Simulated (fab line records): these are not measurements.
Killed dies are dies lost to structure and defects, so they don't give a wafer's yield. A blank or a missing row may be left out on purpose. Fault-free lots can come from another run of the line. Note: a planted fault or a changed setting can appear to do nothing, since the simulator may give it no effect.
fab line records | flow n5Finfet
[record] lots = 11 | wafers = 33 | lastDay = 18
route steps=1938 shown BEOL_M11@1588 BEOL_M12@1604 PASSIVATION@1936
lots with no fault: from the same line, run without faults
startH: hours from the record's opening day to when the first of the lot's shown wafers began | waitH: hours from the lot's prior step to this one | " identical to the entry in the row above | L1.1+2: a single row standing in for several wafers | - no value, or no start given | * or withheld: withheld | < > ~ a bound
route shown NAME@n: a module of which the file shows steps, and the number in the route of the first | usual: mean/standard deviation taken from wafers without a fault | same: alike in all rows | chamber/n: place in a boat | sites: the reading at each site | _std_site: the standard deviation of these | _edge_site: the outer-site mean with the inner-site mean subtracted | radiusMm: how far each site lies from the wafer's centre | mask NAME#n: copy n | behind: the last tool/chamber to shape the wafer | hold: the reason the lot was held/the length of the hold in hours/how it ended | device: whichever transistor did not switch (one of n, p or np) | end of line: the tests these same wafers got at the end of their route | a step given without rows: its recipe and nothing more | killed: the dies lost at the first sort to structure and to defects; this is not the yield of the wafer | map: a wafer's dies, x killed, . not, _ none there
set.NAME: the setting as run; set.NAME@STEP: as run at that earlier step | model.NAME: the simulator's own value behind a step, which no gauge read
steps of the route over a sample of lots; a table a step, a row a wafer
services: the hour from which a tool's chamber was out of use, counted from the record's first day as startH (under 0 if before that day), plus the number of hours and why
[[steps]]
[step N5_BEOL_M11_DEGAS_44]
[recipe] ambient = vacuum | tempC = 250 | timeS = 60
[usual] heaterPowerW = 331/35
lot.wafer | tool          | chamber | startH | waitH | heaterPowerW
L788.1    | pvdSputter-01 | -       | 252.25 | 0.3   | 359
L788.4    | "             | -       | "      | "     | 323
L788.5    | "             | -       | "      | "     | 317
L792.3    | pvdSputter-02 | -       | 266.55 | 0.3   | 395
L792.4    | "             | -       | "      | "     | 290
L792.6    | "             | -       | "      | "     | 320
L791.2    | pvdSputter-02 | -       | 287.87 | 0.4   | 399
L791.5    | "             | -       | "      | "     | 388
L791.6    | "             | -       | "      | "     | 306
L795.1    | pvdSputter-01 | -       | 300.91 | 0.5   | 316
L795.2    | "             | -       | "      | "     | 290
L795.6    | "             | -       | "      | "     | 321
L794.1    | pvdSputter-01 | -       | 308.21 | 0.5   | 312
L794.3    | "             | -       | "      | "     | 320
L794.6    | "             | -       | "      | "     | 289
L797.1    | pvdSputter-01 | -       | 314.24 | 0.8   | 286
L797.2    | "             | -       | "      | "     | 371
L797.5    | "             | -       | "      | "     | 323
L798.1    | pvdSputter-01 | -       | 332.29 | 0.6   | 362
L798.2    | "             | -       | "      | "     | 325
L798.6    | "             | -       | "      | "     | 322
L800.1    | pvdSputter-02 | -       | 344.25 | 0.6   | 302
L800.5    | "             | -       | "      | "     | 389
L800.6    | "             | -       | "      | "     | 364
L807.1    | pvdSputter-01 | -       | 373.75 | 0.3   | 289
L807.2    | "             | -       | "      | "     | 360
L807.4    | "             | -       | "      | "     | 324
L808.2    | pvdSputter-03 | -       | 378.01 | 0.6   | 325
L808.5    | "             | -       | "      | "     | 299
L808.6    | "             | -       | "      | "     | 344
L809.1    | pvdSputter-02 | -       | 396.26 | 0.3   | 290
L809.2    | "             | -       | "      | "     | 323
L809.3    | "             | -       | "      | "     | 358
[step N5_BEOL_M11_PRE_CLEAN_45]
[recipe] gas = H2/He | timeS = 30 | tempC = 250
[usual] heaterPowerW = 331/35
lot.wafer | tool          | chamber | startH | waitH | heaterPowerW
L788.1    | pvdSputter-01 | -       | 252.29 | 0.0   | 359
L788.4    | "             | -       | "      | "     | 330
L788.5    | "             | -       | "      | "     | 326
L792.3    | pvdSputter-02 | -       | 266.59 | 0.0   | 409
L792.4    | "             | -       | "      | "     | 297
L792.6    | "             | -       | "      | "     | 319
L791.2    | pvdSputter-02 | -       | 287.91 | 0.0   | 404
L791.5    | "             | -       | "      | "     | 408
L791.6    | "             | -       | "      | "     | 293
L795.1    | pvdSputter-01 | -       | 300.95 | 0.0   | 319
L795.2    | "             | -       | "      | "     | 289
L795.6    | "             | -       | "      | "     | 319
L794.1    | pvdSputter-01 | -       | 308.25 | 0.0   | 324
L794.3    | "             | -       | "      | "     | 314
L794.6    | "             | -       | "      | "     | 290
L797.1    | pvdSputter-01 | -       | 314.28 | 0.0   | 287
L797.2    | "             | -       | "      | "     | 365
L797.5    | "             | -       | "      | "     | 316
L798.1    | pvdSputter-01 | -       | 332.33 | 0.0   | 359
L798.2    | "             | -       | "      | "     | 323
L798.6    | "             | -       | "      | "     | 317
L800.1    | pvdSputter-02 | -       | 344.29 | 0.0   | 292
L800.5    | "             | -       | "      | "     | 385
L800.6    | "             | -       | "      | "     | 370
L807.1    | pvdSputter-01 | -       | 373.79 | 0.0   | 290
L807.2    | "             | -       | "      | "     | 366
L807.4    | "             | -       | "      | "     | 321
L808.2    | pvdSputter-03 | -       | 378.05 | 0.0   | 318
L808.5    | "             | -       | "      | "     | 306
L808.6    | "             | -       | "      | "     | 337
L809.1    | pvdSputter-02 | -       | 396.30 | 0.0   | 293
L809.2    | "             | -       | "      | "     | 321
L809.3    | "             | -       | "      | "     | 361
[step N5_BEOL_M12_COAT_58]
[recipe] resist = BARC | tempC = 205 | timeS = 60 | spinRpm = 1500 | resistThkNm = 89
[usual] chillPlateTempC = 22.99/0.12 | plateTempC = 205.02/0.14 | spinSpeedRpm = 1500.1/1.1
lot.wafer | tool          | chamber | startH | waitH | chillPlateTempC | plateTempC | spinSpeedRpm
L788.1    | lithoTrack-03 | 0       | 254.14 | 0.0   | 23.07           | 204.85     | 1501.1
L788.4    | "             | 0       | "      | "     | 23.09           | 205.32     | 1501.1
L788.5    | "             | 0       | "      | "     | 22.92           | 205.10     | 1501.0
L792.3    | lithoTrack-03 | 0       | 268.80 | 0.0   | 22.90           | 205.07     | 1500.3
L792.4    | "             | 0       | "      | "     | 22.73           | 204.98     | 1499.9
L792.6    | "             | 0       | "      | "     | 23.06           | 205.21     | 1499.5
L791.2    | lithoTrack-03 | 0       | 289.66 | 0.0   | 23.06           | 205.40     | 1499.8
L791.5    | "             | 0       | "      | "     | 23.19           | 205.07     | 1499.6
L791.6    | "             | 0       | "      | "     | 23.14           | 205.27     | 1499.7
L795.1    | lithoTrack-02 | 0       | 302.98 | 0.0   | 23.18           | 204.66     | 1498.9
L795.2    | "             | 0       | "      | "     | 23.05           | 204.95     | 1500.3
L795.6    | "             | 0       | "      | "     | 22.96           | 204.80     | 1500.3
L794.1    | lithoTrack-03 | 0       | 310.48 | 0.0   | 22.96           | 204.90     | 1500.6
L794.3    | "             | 0       | "      | "     | 22.84           | 205.05     | 1501.0
L794.6    | "             | 0       | "      | "     | 23.02           | 204.97     | 1498.4
L797.1    | lithoTrack-02 | 0       | 316.82 | 0.0   | 23.13           | 204.88     | 1501.4
L797.2    | "             | 0       | "      | "     | 22.93           | 205.10     | 1499.8
L797.5    | "             | 0       | "      | "     | 23.06           | 205.01     | 1500.6
L798.1    | lithoTrack-02 | 0       | 335.09 | 0.0   | 23.05           | 204.84     | 1231.9
L798.2    | "             | 0       | "      | "     | 23.15           | 204.94     | 1231.6
L798.6    | "             | 0       | "      | "     | 23.18           | 205.04     | 1233.5
L800.1    | lithoTrack-02 | 0       | 346.18 | 0.0   | 23.03           | 204.82     | 1231.9
L800.5    | "             | 0       | "      | "     | 22.82           | 204.85     | 1230.9
L800.6    | "             | 0       | "      | "     | 23.12           | 204.85     | 1232.7
L807.1    | lithoTrack-03 | 0       | 377.16 | 0.0   | 22.92           | 204.93     | 1500.9
L807.2    | "             | 0       | "      | "     | 23.02           | 205.28     | 1499.2
L807.4    | "             | 0       | "      | "     | 22.89           | 204.95     | 1499.4
L808.2    | lithoTrack-01 | 0       | 380.83 | 0.0   | 22.88           | 205.09     | 1501.3
L808.5    | "             | 0       | "      | "     | 22.97           | 204.88     | 1499.7
L808.6    | "             | 0       | "      | "     | 22.97           | 205.10     | 1500.5
L809.1    | lithoTrack-01 | 0       | 398.74 | 0.0   | 23.02           | 204.94     | 1498.7
L809.2    | "             | 0       | "      | "     | 23.12           | 205.06     | 1500.7
L809.3    | "             | 0       | "      | "     | 23.17           | 205.28     | 1501.9
[step N5_BEOL_M12_CD_MEAS_10]
[recipe] targetCdNm = 140 | landingEnergyEv = 500 | detector = seInlens | polarity = opening
[usual] cdNm = 140.0/1.4
lot.wafer | tool     | chamber | startH | waitH | cdNm
L788.1    | cdSem-01 | 0       | 254.54 | -     | 139.0
L788.4    | "        | 0       | "      | "     | 141.1
L788.5    | "        | 0       | "      | "     | 139.0
L792.3    | cdSem-03 | 0       | 269.08 | -     | 139.8
L792.4    | "        | 0       | "      | "     | 141.1
L792.6    | "        | 0       | "      | "     | 138.6
L791.2    | cdSem-01 | 0       | 289.93 | -     | 139.8
L791.5    | "        | 0       | "      | "     | 141.3
L791.6    | "        | 0       | "      | "     | 140.5
L795.1    | cdSem-02 | 0       | 303.37 | -     | 139.5
L795.2    | "        | 0       | "      | "     | 140.1
L795.6    | "        | 0       | "      | "     | 140.3
L794.1    | cdSem-01 | 0       | 310.76 | -     | 139.3
L794.3    | "        | 0       | "      | "     | 139.8
L794.6    | "        | 0       | "      | "     | 142.1
L797.1    | cdSem-03 | 0       | 317.22 | -     | 139.5
L797.2    | "        | 0       | "      | "     | 138.0
L797.5    | "        | 0       | "      | "     | 140.6
L798.1    | cdSem-03 | 0       | 335.36 | -     | 138.7
L798.2    | "        | 0       | "      | "     | 139.1
L798.6    | "        | 0       | "      | "     | 137.8
L800.1    | cdSem-02 | 0       | 346.45 | -     | 141.1
L800.5    | "        | 0       | "      | "     | 141.9
L800.6    | "        | 0       | "      | "     | 139.3
L807.1    | cdSem-03 | 0       | 377.56 | -     | 139.4
L807.2    | "        | 0       | "      | "     | 139.2
L807.4    | "        | 0       | "      | "     | 138.6
L808.2    | cdSem-03 | 0       | 381.10 | -     | 141.2
L808.5    | "        | 0       | "      | "     | 138.4
L808.6    | "        | 0       | "      | "     | 141.2
L809.1    | cdSem-03 | 0       | 399.01 | -     | 140.1
L809.2    | "        | 0       | "      | "     | 141.1
L809.3    | "        | 0       | "      | "     | 141.5
[step N5_BEOL_M12_STRIP_64]
[recipe] chemistry = N2/H2 | powerW = 1000 | tempC = 250 | h2Frac = 0.65 | overashFraction = 0.3 | pressureMtorr = withheld | n2FlowSccm = 1750 | h2FlowSccm = 3250
[usual] drypumpMotorCurrentA = 5.34/0.28 | heaterPowerW = 348/17 | oesProductAu = 0.716/0.0047 | stripTimeToEndpointS = 31.31/0.078
lot.wafer | tool           | chamber | startH | waitH | drypumpMotorCurrentA | heaterPowerW | oesProductAu | rfHoursCounterH | stripTimeToEndpointS
L788.1    | plasmaAsher-01 | 0       | 255.04 | 0.0   | 5.01                 | 327          | 0.723        | 122             | 31.19
L788.4    | "              | 0       | "      | "     | 4.98                 | 334          | 0.714        | -               | 31.18
L788.5    | "              | 1       | "      | "     | 5.64                 | 367          | 0.717        | -               | 31.18
L792.3    | plasmaAsher-01 | 0       | 269.53 | 0.0   | 5.03                 | 330          | 0.717        | -               | 31.19
L792.4    | "              | 1       | "      | "     | 5.65                 | 363          | 0.710        | -               | 31.32
L792.6    | "              | 1       | "      | "     | 5.65                 | 366          | 0.714        | -               | 31.23
L791.2    | plasmaAsher-02 | 1       | 290.36 | 0.0   | 5.52                 | 353          | 0.710        | 75              | 31.20
L791.5    | "              | 0       | "      | "     | 5.20                 | 328          | 0.712        | -               | 31.26
L791.6    | "              | 1       | "      | "     | 5.51                 | 355          | 0.719        | -               | 31.29
L795.1    | plasmaAsher-01 | 1       | 303.82 | 0.0   | 5.63                 | 363          | 0.711        | 132             | 31.31
L795.2    | "              | 0       | "      | "     | 5.01                 | 329          | 0.728        | 132             | 31.30
L795.6    | "              | 1       | "      | "     | 5.62                 | 356          | 0.716        | -               | 31.39
L794.1    | plasmaAsher-01 | 0       | 311.19 | 0.0   | 5.00                 | 328          | 0.708        | 134             | 31.27
L794.3    | "              | 1       | "      | "     | 5.64                 | 364          | 0.718        | -               | 31.28
L794.6    | "              | 1       | "      | "     | 5.67                 | 366          | 0.714        | -               | 31.33
L797.1    | plasmaAsher-01 | 1       | 317.66 | 0.0   | 5.65                 | 361          | 0.715        | 135             | 31.30
L797.2    | "              | 0       | "      | "     | 5.01                 | 331          | 0.719        | 135             | 31.21
L797.5    | "              | 0       | "      | "     | 5.00                 | 326          | 0.707        | -               | 31.32
L798.1    | plasmaAsher-02 | 0       | 335.82 | 0.0   | 5.23                 | 333          | 0.718        | 83              | 33.97
L798.2    | "              | 1       | "      | "     | 5.52                 | 361          | 0.722        | 83              | 34.00
L798.6    | "              | 0       | "      | "     | 5.23                 | 348          | 0.715        | -               | 33.98
L800.1    | plasmaAsher-02 | 0       | 346.88 | 0.0   | 5.19                 | 342          | 0.719        | 85              | 34.05
L800.5    | "              | 1       | "      | "     | 5.50                 | 352          | 0.723        | -               | 33.96
L800.6    | "              | 0       | "      | "     | 5.23                 | 347          | 0.717        | -               | 34.07
L807.1    | plasmaAsher-01 | 1       | 377.99 | 0.0   | 5.67                 | 359          | 0.718        | 147             | 31.38
L807.2    | "              | 0       | "      | "     | 5.00                 | 328          | 0.709        | 147             | 31.36
L807.4    | "              | 1       | "      | "     | 5.65                 | 372          | 0.721        | -               | 31.43
L808.2    | plasmaAsher-01 | 0       | 381.53 | 0.0   | 5.02                 | 324          | 0.714        | 148             | 31.28
L808.5    | "              | 0       | "      | "     | 5.01                 | 340          | 0.715        | -               | 31.25
L808.6    | "              | 1       | "      | "     | 5.63                 | 370          | 0.722        | -               | 31.17
L809.1    | plasmaAsher-01 | 0       | 399.83 | 0.0   | 5.02                 | 329          | 0.720        | 151             | 31.43
L809.2    | "              | 1       | "      | "     | 5.63                 | 356          | 0.720        | 151             | 31.42
L809.3    | "              | 0       | "      | "     | 5.01                 | 328          | 0.717        | -               | 31.30
[step N5_PASSIVATION_PROBE_49]
[usual] defectLimitedYield = 91.0/1.5 | killed_at_M0_to_M3 = 37/12 | killed_at_M4_up = 13/5 | killedAtContacts = 13/6.1 | killedAtFrontEnd = 39/11 | killedAtOther = 4/3.2 | killedDies = 106/17 | killedOpen = 69/12 | killedShort = 35/7.9 | sort_bin_4_leakage = 0.00/0.007 | sort_bin_5_function = 5.3/1 | sort_bin_6_memory = 3.3/0.68 | sortNPass = 1074/17 | sortYieldPct = 91.0/1.5
[same] grossDies = 1180 | killedAtBackSide = 0 | sort_bin_8_speed[%] = 0
lot.wafer | tool      | chamber | startH | waitH | defectLimitedYield[%] | killed_at_M0_to_M3 | killed_at_M4_up | killedAtContacts | killedAtFrontEnd | killedAtOther | killedDies | killedOpen | killedShort | sort_bin_4_leakage[%] | sort_bin_5_function[%] | sort_bin_6_memory[%] | sortNPass | sortYieldPct[%]
L795.1    | prober-02 | -       | 346.18 | 0.3   | 89.7                  | 50                 | 20              | 6                | 45               | 0             | 121        | 80         | 40          | 0                     | 5.8                    | 4.2                  | 1059      | 89.7
L795.2    | prober-02 | -       | 346.23 | 0.4   | 90.8                  | 54                 | 6               | 11               | 36               | 2             | 109        | 80         | 26          | 0                     | 6.2                    | 2.8                  | 1071      | 90.8
L795.6    | prober-02 | -       | 346.43 | 0.6   | 92.5                  | 39                 | 10              | 8                | 31               | 0             | 88         | 62         | 25          | 0                     | 4.4                    | 2.8                  | 1092      | 92.5
L798.1    | prober-01 | -       | 374.41 | 0.0   | 90.2                  | 52                 | 8               | 10               | 41               | 5             | 116        | 80         | 35          | 0                     | 5.8                    | 3.8                  | 1064      | 90.2
L798.2    | prober-01 | -       | 374.46 | 0.1   | 90.4                  | 46                 | 11              | 18               | 29               | 9             | 113        | 78         | 34          | 0                     | 5.9                    | 3.5                  | 1067      | 90.4
L798.6    | prober-01 | -       | 374.66 | 0.3   | 89.7                  | 41                 | 21              | 11               | 37               | 12            | 122        | 77         | 44          | 0                     | 5.9                    | 3.9                  | 1058      | 89.7
L800.1    | prober-02 | -       | 390.77 | 0.0   | 90.2                  | 48                 | 5               | 12               | 50               | 1             | 116        | 83         | 33          | 0                     | 6.1                    | 3.5                  | 1064      | 90.2
L800.5    | prober-02 | -       | 390.97 | 0.2   | 91.3                  | 48                 | 8               | 9                | 38               | 0             | 103        | 72         | 31          | 0                     | 4.3                    | 4.2                  | 1077      | 91.3
L800.6    | prober-02 | -       | 391.02 | 0.3   | 90.3                  | 46                 | 20              | 17               | 31               | 1             | 115        | 80         | 35          | 0                     | 5.4                    | 4.2                  | 1065      | 90.3
// killed by level:class
L795.1 FIN_SAQP:geometricParticle:open=18 FIN_SAQP:geometricParticle:short=17 BEOL_M3:geometricParticle:open=12 BEOL_M2:geometricParticle:open=11 BEOL_M0_SAQP:geometricParticle:short=8 BEOL_M1:geometricParticle:open=8 MOL_CONTACT_COAG:geometricParticle:open=6 BEOL_M0_SAQP:geometricParticle:open=5
L795.2 BEOL_M1:geometricParticle:open=15 MOL_CONTACT_COAG:geometricParticle:open=10 BEOL_M3:geometricParticle:open=10 BEOL_M1:geometricParticle:short=8 STI_FIN_REVEAL:geometricParticle:open=7 BEOL_M0_SAQP:geometricParticle:open=7 BEOL_M2:geometricParticle:open=7 DUMMY_GATE:geometricParticle:open=5
L795.6 BEOL_M3:geometricParticle:open=10 STI_FIN_REVEAL:geometricParticle:open=9 DUMMY_GATE:geometricParticle:open=9 BEOL_M2:geometricParticle:open=8 BEOL_M0_SAQP:geometricParticle:open=7 FIN_SAQP:geometricParticle:short=5 MOL_CONTACT_COAG:geometricParticle:open=5 BEOL_M0_SAQP:geometricParticle:short=4
L798.1 BEOL_M1:geometricParticle:open=19 FIN_SAQP:geometricParticle:open=18 FIN_SAQP:geometricParticle:short=11 MOL_CONTACT_COAG:geometricParticle:open=10 BEOL_M0_SAQP:geometricParticle:short=10 BEOL_M0_SAQP:geometricParticle:open=9 BEOL_M3:geometricParticle:open=7 PAD_METAL:geometricParticle:open=3
L798.2 MOL_CONTACT_COAG:geometricParticle:open=15 BEOL_M3:geometricParticle:open=13 BEOL_M0_SAQP:geometricParticle:short=11 BEOL_M0_SAQP:geometricParticle:open=9 BEOL_M4:geometricParticle:open=8 STI_FIN_REVEAL:geometricParticle:open=4 GATE_CUT:geometricParticle:short=4 GATE_CUT:geometricParticle:open=4
L798.6 BEOL_M0_SAQP:geometricParticle:short=11 BEOL_M0_SAQP:geometricParticle:open=11 MOL_CONTACT_COAG:geometricParticle:open=9 BEOL_M4:geometricParticle:open=9 STI_FIN_REVEAL:geometricParticle:open=7 FIN_SAQP:geometricParticle:open=6 PASS1_CAP:geometricParticle:short=6 BEOL_M1:geometricParticle:open=5
L800.1 BEOL_M3:geometricParticle:open=19 FIN_SAQP:geometricParticle:open=13 STI_FIN_REVEAL:geometricParticle:open=10 BEOL_M0_SAQP:geometricParticle:open=10 MOL_CONTACT_COAG:geometricParticle:open=9 BEOL_M2:geometricParticle:open=8 FIN_SAQP:geometricParticle:short=7 BEOL_M0_SAQP:geometricParticle:short=5
L800.5 BEOL_M2:geometricParticle:open=15 BEOL_M3:geometricParticle:open=15 FIN_SAQP:geometricParticle:open=11 BEOL_M0_SAQP:geometricParticle:short=9 MOL_CONTACT_COAG:geometricParticle:open=8 FIN_SAQP:geometricParticle:short=5 BEOL_M5:geometricParticle:open=5 STI_FIN_REVEAL:geometricParticle:short=4
L800.6 MOL_CONTACT_COAG:geometricParticle:open=13 BEOL_M0_SAQP:geometricParticle:open=13 FIN_SAQP:geometricParticle:open=10 BEOL_M0_SAQP:geometricParticle:short=10 BEOL_M4:geometricParticle:open=9 BEOL_M2:geometricParticle:open=8 BEOL_M3:geometricParticle:open=6 MOL_CONTACT_COAG:geometricParticle:short=4
[[services]]
tool           | chamber | startH | hours | kind
plasmaAsher-02 | -       | 293.29 | 0.9   | repair
lithoTrack-01  | -       | 315.53 | -     | consumableReplace:filter
lithoTrack-02  | -       | 342.67 | -     | consumableReplace:filter
lithoTrack-01  | -       | 363.05 | -     | consumableReplace:filter
[[key]]
[firstSign] step = N5_BEOL_M12_COAT_58 | reading = spinSpeedRpm | direction = down | sigmas = 99+ | usual = * | struck = *
[effect] step = N5_BEOL_M12_STRIP_64 | reading = stripTimeToEndpointS | direction = up | sigmas = 34 | usual = * | struck = *
metAt N5_BEOL_M12_COAT_58
struckLots L798,L800
notActingAt N5_BEOL_M11_DEGAS_44,N5_BEOL_M11_PRE_CLEAN_45,N5_BEOL_M12_CD_MEAS_10
onsetBetween 316.82 335.09
[fault] kind = processParameterDrift | tool = lithoTrack-02 | chamber = - | onsetH = 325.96 | steps = N5_BEOL_M12_COAT_58 | channel = spinRpm | offset = * | shape = step | endH = 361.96 | actsIn = * | stated = *
